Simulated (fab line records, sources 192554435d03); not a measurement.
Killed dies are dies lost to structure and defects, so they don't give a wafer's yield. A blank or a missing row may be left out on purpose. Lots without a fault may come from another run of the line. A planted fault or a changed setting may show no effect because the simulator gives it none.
Which tool did it? | flow n5_finfet | 24 lots, 72 wafers sampled, at 4 steps of a route of 1938

WHAT THE GAUGES READ, wafer by wafer
N5_BEOL_M1_CD_MEAS_18: pitch 36 nm, target cd 18 nm. Usual: cd_nm 18.0 nm, standard deviation 0.32.
lot  | measured     | on        | cd_nm (nm)     | flag
L074 | day 6 06:16  | cd_sem-03 | 18.2 18.1 17.8 |
L077 | day 6 21:55  | cd_sem-03 | 18.1 18.2 17.9 |
L075 | day 6 22:46  | cd_sem-03 | 18.4 18.4 18.1 |
L076 | day 7 00:10  | cd_sem-01 | 18.0 18.3 17.5 |
L078 | day 7 03:02  | cd_sem-03 | 18.0 18.7 18.0 |
L079 | day 7 05:17  | cd_sem-02 | 18.4 17.8 18.0 |
L080 | day 7 14:25  | cd_sem-03 | 17.8 17.8 17.7 |
L081 | day 7 21:43  | cd_sem-01 | 18.2 18.6 18.6 |
L082 | day 8 02:28  | cd_sem-02 | 17.4 18.2 18.1 |
L083 | day 8 14:06  | cd_sem-02 | 17.9 18.5 18.4 |
L085 | day 9 05:17  | cd_sem-01 | 18.4 17.8 18.1 |
L086 | day 9 08:34  | cd_sem-01 | 18.1 17.9 17.8 |
L084 | day 9 11:08  | cd_sem-01 | 18.1 18.3 18.2 |
L087 | day 9 16:10  | cd_sem-01 | 18.2 17.8 18.4 |
L088 | day 9 16:11  | cd_sem-02 | 18.1 18.3 17.6 |
L090 | day 10 03:47 | cd_sem-01 | 18.3 17.9 18.1 |
L089 | day 10 06:22 | cd_sem-03 | 18.1 17.5 17.9 |
L091 | day 10 13:29 | cd_sem-02 | 17.7 17.9 18.2 |
L092 | day 10 22:38 | cd_sem-01 | 17.5 17.5 18.1 |
L093 | day 10 22:54 | cd_sem-01 | 17.8 17.9 18.2 |
L094 | day 11 05:50 | cd_sem-01 | 18.0 17.8 18.1 |
L095 | day 11 07:00 | cd_sem-03 | 17.6 18.2 18.3 |
L096 | day 11 12:49 | cd_sem-02 | 18.4 17.4 17.8 |
L097 | day 12 03:19 | cd_sem-03 | 18.5 18.2 18.4 |

N5_BEOL_M1_CD_MEAS_35: target cd 18 nm, target cd y 21 nm. Usual: cd_nm 18.0 nm, standard deviation 0.34.
lot  | measured     | on        | cd_nm (nm)     | flag
L074 | day 6 15:56  | cd_sem-03 | 18.1 18.0 17.4 |
L077 | day 6 23:25  | cd_sem-02 | 17.8 18.4 17.8 |
L075 | day 7 03:18  | cd_sem-01 | 18.3 18.2 18.1 |
L076 | day 7 03:25  | cd_sem-02 | 18.5 18.0 18.0 |
L078 | day 7 06:29  | cd_sem-02 | 18.3 18.6 17.7 |
L079 | day 7 17:14  | cd_sem-01 | 18.3 18.2 18.1 |
L080 | day 7 17:12  | cd_sem-01 | 18.0 17.9 17.9 |
L081 | day 8 00:10  | cd_sem-02 | 18.0 18.7 18.2 |
L082 | day 8 05:19  | cd_sem-03 | 17.7 17.9 17.9 |
L083 | day 8 19:14  | cd_sem-02 | 17.4 18.5 18.5 |
L085 | day 9 09:02  | cd_sem-01 | 18.1 17.9 17.7 |
L086 | day 9 16:42  | cd_sem-02 | 17.8 18.4 17.7 |
L084 | day 9 21:29  | cd_sem-01 | 18.5 18.4 17.9 |
L087 | day 9 21:32  | cd_sem-02 | 18.2 17.9 18.4 |
L088 | day 9 23:31  | cd_sem-03 | 18.1 18.2 17.5 |
L090 | day 10 05:17 | cd_sem-02 | 18.4 18.2 18.0 |
L089 | day 10 07:40 | cd_sem-03 | 17.8 18.0 17.9 |
L091 | day 10 14:53 | cd_sem-02 | 17.9 18.4 18.1 |
L092 | day 11 01:10 | cd_sem-02 | 18.0 17.7 18.1 |
L093 | day 11 01:35 | cd_sem-02 | 17.9 17.9 17.4 |
L094 | day 11 08:40 | cd_sem-03 | 18.0 17.8 17.3 |
L095 | day 11 12:14 | cd_sem-02 | 18.1 18.2 18.0 |
L096 | day 11 14:17 | cd_sem-02 | 17.7 17.4 17.8 |
L097 | day 12 07:26 | cd_sem-02 | 18.8 18.2 18.6 |

WHICH TOOL RAN EACH LOT (tool, then ch and the chambers of the sampled wafers, then the start)
lot  | N5_BEOL_M0_PRE_CLEAN_131         | N5_BEOL_M1_ETCH_64
L074 | cvd_co-02 ch 0,1,2, day 6 04:11  | rie_diel-01 ch 0,2,3, day 6 05:55
L077 | cvd_co-02 ch 1,2, day 6 19:26    | rie_diel-03 ch 2,3, day 6 21:34
L075 | cvd_co-01 ch 1,2, day 6 21:14    | rie_diel-03 ch 0,2, day 6 22:25
L076 | cvd_co-02 ch 0,1,2, day 6 22:35  | rie_diel-01 ch 2,3, day 6 23:49
L078 | cvd_co-01 ch 0,1,2, day 6 23:57  | rie_diel-03 ch 0,2, day 7 02:40
L079 | cvd_co-02 ch 0,1,2, day 7 03:51  | rie_diel-01 ch 0,2,3, day 7 04:56
L080 | cvd_co-02 ch 0,1,2, day 7 12:36  | rie_diel-06 ch 1,2,3, day 7 14:04
L081 | cvd_co-01 ch 0,1,2, day 7 18:59  | rie_diel-01 ch 0,1,3, day 7 21:22
L082 | cvd_co-01 ch 1,2, day 8 01:00    | rie_diel-03 ch 0,2, day 8 02:07
L083 | cvd_co-01 ch 0,2, day 8 11:52    | rie_diel-03 ch 1,2,3, day 8 13:45
L085 | cvd_co-01 ch 0,1,2, day 9 01:17  | rie_diel-06 ch 0,2, day 9 04:56
L086 | cvd_co-01 ch 0,1,2, day 9 05:14  | rie_diel-03 ch 1,3, day 9 08:13
L084 | cvd_co-01 ch 0,1,2, day 9 09:14  | rie_diel-01 ch 0,1, day 9 10:47
L087 | cvd_co-01 ch 0,2, day 9 12:55    | rie_diel-03 ch 0,1,3, day 9 15:49
L088 | cvd_co-02 ch 0,1,2, day 9 12:57  | rie_diel-01 ch 0,1,2, day 9 15:50
L090 | cvd_co-01 ch 1,2, day 10 02:15   | rie_diel-06 ch 1,2,3, day 10 03:26
L089 | cvd_co-02 ch 0,2, day 10 03:08   | rie_diel-06 ch 0,2, day 10 05:48
L091 | cvd_co-02 ch 0,2, day 10 12:05   | rie_diel-01 ch 0,1,2, day 10 13:08
L092 | cvd_co-02 ch 1,2, day 10 20:59   | rie_diel-06 ch 0,1,2, day 10 22:17
L093 | cvd_co-01 ch 0,1,2, day 10 21:04 | rie_diel-06 ch 0,1,2, day 10 22:34
L094 | cvd_co-02 ch 0,1,2, day 11 03:28 | rie_diel-03 ch 0,1,2, day 11 05:29
L095 | cvd_co-01 ch 1,2, day 11 05:07   | rie_diel-01 ch 0,1,2, day 11 06:39
L096 | cvd_co-01 ch 0,1, day 11 09:46   | rie_diel-03 ch 0,1,3, day 11 12:28
L097 | cvd_co-01 ch 0,1,2, day 12 01:09 | rie_diel-06 ch 1,2,3, day 12 02:53
- N5_BEOL_M0_PRE_CLEAN_131: time 15 s.
- N5_BEOL_M1_ETCH_64: etches SOC in N2/H2, target depth 75 nm, overetch 15 nm, time 112.5 s.

WHAT THE TOOLS THEMSELVES READ (means of the sampled wafers that have a number; where no wafer has one, the mark that the record gives instead)
N5_BEOL_M0_PRE_CLEAN_131. Usual: heater_power_outer_w 17 W, standard deviation 14; heater_power_w 83 W, standard deviation 29.
lot  | tool      | heater_power_outer_w (W) | heater_power_w (W) | flag
L074 | cvd_co-02 | 15                       | 81                 |
L077 | cvd_co-02 | 10                       | 71                 |
L075 | cvd_co-01 | 9                        | 58                 |
L076 | cvd_co-02 | 16                       | 82                 |
L078 | cvd_co-01 | 18                       | 83                 |
L079 | cvd_co-02 | 15                       | 82                 |
L080 | cvd_co-02 | 15                       | 82                 |
L081 | cvd_co-01 | 19                       | 84                 |
L082 | cvd_co-01 | 5                        | 57                 |
L083 | cvd_co-01 | 15                       | 83                 |
L085 | cvd_co-01 | 19                       | 83                 |
L086 | cvd_co-01 | 19                       | 84                 |
L084 | cvd_co-01 | 19                       | 83                 |
L087 | cvd_co-01 | 29                       | 108                |
L088 | cvd_co-02 | 16                       | 83                 |
L090 | cvd_co-01 | 6                        | 58                 |
L089 | cvd_co-02 | 11                       | 79                 |
L091 | cvd_co-02 | 17                       | 90                 |
L092 | cvd_co-02 | 15                       | 75                 |
L093 | cvd_co-01 | 19                       | 83                 |
L094 | cvd_co-02 | 16                       | 83                 |
L095 | cvd_co-01 | 6                        | 59                 |
L096 | cvd_co-01 | 22                       | 86                 |
L097 | cvd_co-01 | 19                       | 84                 |

N5_BEOL_M1_ETCH_64. Usual: drypump_motor_current_A 5.7 A, standard deviation 0.38; h2_flow_sccm 200.1 sccm, standard deviation 0.63; oes_product_au 0.62 a.u., standard deviation 0.058; rf_vpp_V 524.1 V, standard deviation 2.8; showerhead_plenum_p_Torr 2.56 Torr, standard deviation 0.1; throttle_valve_pct 17.7 %, standard deviation 0.36.
lot  | tool        | drypump_motor_current_A (A) | h2_flow_sccm (sccm) | oes_product_au (a.u.) | rf_vpp_V (V) | showerhead_plenum_p_Torr (Torr) | throttle_valve_pct (%) | flag
L074 | rie_diel-01 | 5.8                         | 200.6               | 0.63                  | 522.7        | 2.51                            | 17.7                   |
L077 | rie_diel-03 | 5.7                         | 200.4               | 0.56                  | 524.3        | 2.58                            | 18.2                   |
L075 | rie_diel-03 | 5.2                         | 200.5               | 0.62                  | 522.8        | 2.53                            | 17.5                   |
L076 | rie_diel-01 | 6.2                         | 200.2               | 0.61                  | 521.0        | 2.43                            | 17.8                   |
L078 | rie_diel-03 | 5.2                         | 200.7               | 0.65                  | 526.2        | 2.62                            | 17.5                   |
L079 | rie_diel-01 | 5.9                         | 199.6               | 0.62                  | 523.3        | 2.51                            | 17.8                   |
L080 | rie_diel-06 | 5.5                         | 200.6               | 0.65                  | 524.5        | 2.59                            | 17.7                   |
L081 | rie_diel-01 | 5.8                         | 199.9               | 0.62                  | 524.7        | 2.55                            | 17.7                   |
L082 | rie_diel-03 | 5.2                         | 200.2               | 0.64                  | 525.2        | 2.62                            | 17.5                   |
L083 | rie_diel-03 | 5.7                         | 199.7               | 0.59                  | 525.5        | 2.59                            | 17.8                   |
L085 | rie_diel-06 | 5.4                         | 200.5               | 0.61                  | 522.2        | 2.50                            | 18.0                   |
L086 | rie_diel-03 | 6.0                         | 200.3               | 0.60                  | 526.0        | 2.67                            | 17.8                   |
L084 | rie_diel-01 | 5.4                         | 200.1               | 0.57                  | 525.8        | 2.60                            | 17.9                   |
L087 | rie_diel-03 | 5.7                         | 199.7               | 0.61                  | 526.8        | 2.67                            | 17.8                   |
L088 | rie_diel-01 | 5.7                         | 200.2               | 0.56                  | 523.7        | 2.52                            | 17.8                   |
L090 | rie_diel-06 | 5.5                         | 199.7               | 0.63                  | 524.8        | 2.59                            | 17.8                   |
L089 | rie_diel-06 | 5.4                         | 200.2               | 0.60                  | 522.3        | 2.50                            | 18.0                   |
L091 | rie_diel-01 | 5.7                         | 200.7               | 0.56                  | 524.0        | 2.52                            | 17.8                   |
L092 | rie_diel-06 | 5.6                         | 199.6               | 0.64                  | 523.6        | 2.52                            | 17.7                   |
L093 | rie_diel-06 | 5.6                         | 200.3               | 0.64                  | 522.3        | 2.52                            | 17.7                   |
L094 | rie_diel-03 | 5.5                         | 199.8               | 0.62                  | 524.6        | 2.60                            | 17.5                   |
L095 | rie_diel-01 | 5.7                         | 200.1               | 0.55                  | 522.5        | 2.52                            | 17.9                   |
L096 | rie_diel-03 | 5.7                         | 199.7               | 0.67                  | 527.0        | 2.67                            | 17.7                   |
L097 | rie_diel-06 | 5.5                         | 199.8               | 0.62                  | 524.6        | 2.58                            | 17.8                   |

THE ANSWER, worked out from the rows above alone
Rule: a lot is off if the mean of its wafers that have a number lies more than 3 standard deviations from the usual mean. A lot without any number at a reading at which 4 lots or more have one is off too. The other lots that the step has rows for count as sound. The gauges are gone through in route order, then the tools' own readings, and for those a lot's mean is taken as printed above. The first step at which some lot is off is used, and at that step the reading that is off furthest; a lot without a number counts as furthest.
No lot is off at any reading shown: from this, nothing can be told.

WHAT THE SIMULATOR HAD PUT IN
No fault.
